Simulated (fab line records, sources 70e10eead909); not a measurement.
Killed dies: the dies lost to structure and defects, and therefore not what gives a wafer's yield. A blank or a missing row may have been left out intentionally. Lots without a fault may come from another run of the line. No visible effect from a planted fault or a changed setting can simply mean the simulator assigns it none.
Problem report, 8D (eight disciplines) form, completed by code / flow nand_harc / the parts of the form that need people (team, actions taken, sign-off) are left out

== 1. THE ISSUE ==
Mean of run_length_s at NHARC_A_CONTACT_ETCH_92: 74.6 s across 5 wafers in 3 lots; on wafers with no fault it is 107.1 s (standard deviation 0.42). Measured from the usual mean, that is -77 standard deviations.
The step: etches the open film in CH3F/O2, target depth 40 nm, time 85.7 s.
Seen first at day 31 12:55 on rie_diel-10, wafer L435.1. The record holds 33 wafers of 11 lots with a number at this step. Rule for "out" (also "out of limits"): further than 4 standard deviations from the usual mean. The other wafers with a number count as sound.

== 2. WHAT IT IS AND WHAT IT IS NOT ==
question=which readings at this step | is=run_length_s | is not=drypump_motor_current_A, oes_product_au, rf_vpp_V, showerhead_plenum_p_Torr
question=which lots | is=L435, L436, L437 | is not=L415, L416, L419, L420, L424, L425, L426, L428
question=which wafers of those lots | is=L435.1, L435.5, L436.4, L437.2, L437.5 | is not=L435.2, L436.5, L436.6, L437.3
question=read on which tools | is=rie_diel-10 | is not=rie_diel-03, rie_diel-13
question=when | is=from day 31 12:55 | is not=up to then (25 sound wafers); but 3 sound wafers of L436, L437 came after

== 3. SUSPECTS, AND WHAT RULES EACH OUT ==
Counting: a tool at a process step up to the reading stays a suspect if it ran every lot that is out. Sound lots after the first of them don't rule it out here, since some wafers of a struck lot are sound.
- rie_diel-10 at NHARC_A_CONTACT_ETCH_92 (etches the open film in CH3F/O2, target depth 40 nm, time 85.7 s): kept. It ran every lot that is out, first L435 (day 31 12:55); its last sound lot up to then is L426 (day 27 01:22). On those wafers its own readings are out: run_length_s.
- At NHARC_A_CONTACT_ETCH_92, inside rie_diel-10: chamber 0 took the wafers that are out, while their sound lot-mates went through chambers 2, 3.
Left after counting: rie_diel-10 at NHARC_A_CONTACT_ETCH_92.

== 4. THE CAUSE (what the simulator had put in) ==
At NHARC_A_CONTACT_ETCH_92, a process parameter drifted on rie_diel-10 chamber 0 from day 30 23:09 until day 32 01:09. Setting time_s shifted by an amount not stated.
Only this tool survived the counting.

== 5. THE CHAIN OF EFFECTS, in route order ==
Each row: a reading where the mean over the struck wafers with a number is more than 3 standard deviations away from the usual. Only readings for which the record gives a usual standard deviation are gone through. hours: the time from each lot's start at the first step in this table that gives one to its start at this step, as a median over the lots. sigmas: the change in usual standard deviations.
hours=0; step=NHARC_A_CONTACT_ETCH_92; reading=run_length_s; usual=107.1 s; on struck wafers=74.6; change=-32.5; sigmas=-77
Here are the process steps it includes:
- NHARC_A_CONTACT_ETCH_92: etches the open film in CH3F/O2, target depth 40 nm, time 85.7 s.
Readings that are blank on the struck wafers while sound wafers have them: bias_w at NHARC_A_CONTACT_ETCH_92.

== 6. HOW IT WOULD HAVE BEEN CAUGHT EARLIER ==
First out-of-limits reading in this record: day 31 12:55, which is 14 hours after fault onset at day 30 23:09.
